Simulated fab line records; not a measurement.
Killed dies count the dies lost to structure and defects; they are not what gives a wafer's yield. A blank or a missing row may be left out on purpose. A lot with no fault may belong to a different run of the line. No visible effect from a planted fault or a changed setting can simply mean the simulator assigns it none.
The same fault as seen by 2 desks -- flow n5Finfet -- each desk has only its own numbers; what lay behind them comes last

== AT THE METROLOGY DESK ==
Lot by lot, what the gauges showed, no matter which tool ran the lot: averages of those sampled wafers that carry a number. If a lot's mean is further than 4 standard deviations from the usual mean, the lot is out of limits and carries the mark OUT (the distance appears in the brackets).
Columns: A = cdNm at N5_BEOL_M8_CD_MEAS_35, usual 40.0 nm; B = M8_THK at N5_BEOL_M8_THK_MEAS_53, usual 80.9 nm
lot,first seen here,A,B
L188,day 9 17:10,39.6,81.0
L191,day 10 08:36,38.8,81.0
L189,day 10 11:46,39.2,80.5
L193,day 10 18:45,40.8,81.9
L190,day 10 19:15,39.9,81.5
L192,day 10 19:19,39.8,78.5
L195,day 12 06:01,40.4,81.4
L204,day 13 16:39,39.5,78.3
L201,day 14 06:59,40.3,83.6
L203,day 14 13:31,39.8,82.4
L205,day 14 16:26,40.3,82.9
Finding of this desk: none of the 11 lots has anything out of limits.

== AT THE TOOL OWNER'S DESK: cvdCo-02 ==
The tool's own readings at N5_BEOL_M8_CVD_78 (deposits Co from CCTBA/H2, target thk 2 nm, time 142.3 s): means of the sampled wafers that have a number, for each lot that ran on this tool. If a lot's mean is further than 4 standard deviations from the usual mean, the lot is out of limits and carries the mark OUT (the distance appears in the brackets).
Columns: A = runLengthS at N5_BEOL_M8_CVD_78, usual 165.2 s
lot,first seen here,A
L188,day 9 18:18,164.7
L195,day 12 07:05,165.2
L201,day 14 08:26,135.0 (-54) OUT
L203,day 14 15:26,145.1 (-36) OUT
This desk finds L201, L203 out of limits, L201 being first, at day 14 08:26 (runLengthS at N5_BEOL_M8_CVD_78). In limits: L188, L195.

== BROUGHT TOGETHER ==
An alarm could have come from the tool owner's desk at day 14 08:26, on L201, L203.
At the metrology desk, nothing out of limits was observed.
The metrology desk holds a record of L201, L203, inside its limits.
All the named lots went through N5_BEOL_M8_CVD_78 on cvdCo-02.

== WHAT HAD BEEN PUT IN BY THE SIMULATOR ==
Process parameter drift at N5_BEOL_M8_CVD_78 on cvdCo-02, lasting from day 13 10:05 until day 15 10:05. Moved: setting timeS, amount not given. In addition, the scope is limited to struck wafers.
Lots struck among those shown: L201, L203.
Hours from the fault's start to each desk's first reading out of limits: the tool owner's desk, 22.
